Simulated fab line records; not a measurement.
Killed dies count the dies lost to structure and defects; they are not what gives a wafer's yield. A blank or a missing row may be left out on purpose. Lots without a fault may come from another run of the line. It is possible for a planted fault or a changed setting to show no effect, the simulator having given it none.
Chamber matching || flow nandHarc || NHARC_P_M1_PRE_CLEAN_32 on pecvd-01: 3 sister chambers
The step time 12 s. 3 wafers are shown with their chamber, then 7 later ones without.

## WAFERS PAIRED WITH THEIR CHAMBERS
{"wafer": "L621.6", "chamber": 2, "heaterPowerW (W)": 651}
{"wafer": "L625.1", "chamber": 1, "heaterPowerW (W)": 749}
{"wafer": "L625.3", "chamber": 0, "heaterPowerW (W)": 567}

## WAFERS WHOSE CHAMBER IS MISSING
{"wafer": "L625.4", "heaterPowerW (W)": 750}
{"wafer": "L629.3", "heaterPowerW (W)": 610}
{"wafer": "L629.4", "heaterPowerW (W)": 586}
{"wafer": "L629.6", "heaterPowerW (W)": 709}
{"wafer": "L637.2", "heaterPowerW (W)": 749}
{"wafer": "L637.4", "heaterPowerW (W)": 608}
{"wafer": "L637.6", "heaterPowerW (W)": 743}

## WHICH CHAMBER EACH ONE RAN IN
{"wafer": "L625.4", "from the rows above": 1, "in truth": 1}
{"wafer": "L629.3", "from the rows above": "can't be placed: 2 or 0", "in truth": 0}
{"wafer": "L629.4", "from the rows above": "can't be placed: 0 or 2", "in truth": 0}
{"wafer": "L629.6", "from the rows above": "can't be placed: 1 or 2", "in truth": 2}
{"wafer": "L637.2", "from the rows above": 1, "in truth": 1}
{"wafer": "L637.4", "from the rows above": "can't be placed: 0 or 2", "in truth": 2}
{"wafer": "L637.6", "from the rows above": 1, "in truth": 1}
Correctly placed: 3 of 7. From these rows, 4 cannot be placed; in 4 the true chamber is one of the candidates. Wrongly placed: 0.
How it was worked out, from the rows above alone: a wafer's distance from a chamber is the root of the sum, over the readings, of the square of ((its reading less the chamber's mean) divided by the reading's scatter). If the next closest chamber is less than 2 further off than the closest, the wafer can't be placed; otherwise it belongs to the closest. The mean given for a chamber averages the wafers shown for that chamber. The scatter (one wafer shown for each chamber): square how far every hidden wafer sits from the nearest shown wafer, average those squares and take the square root.
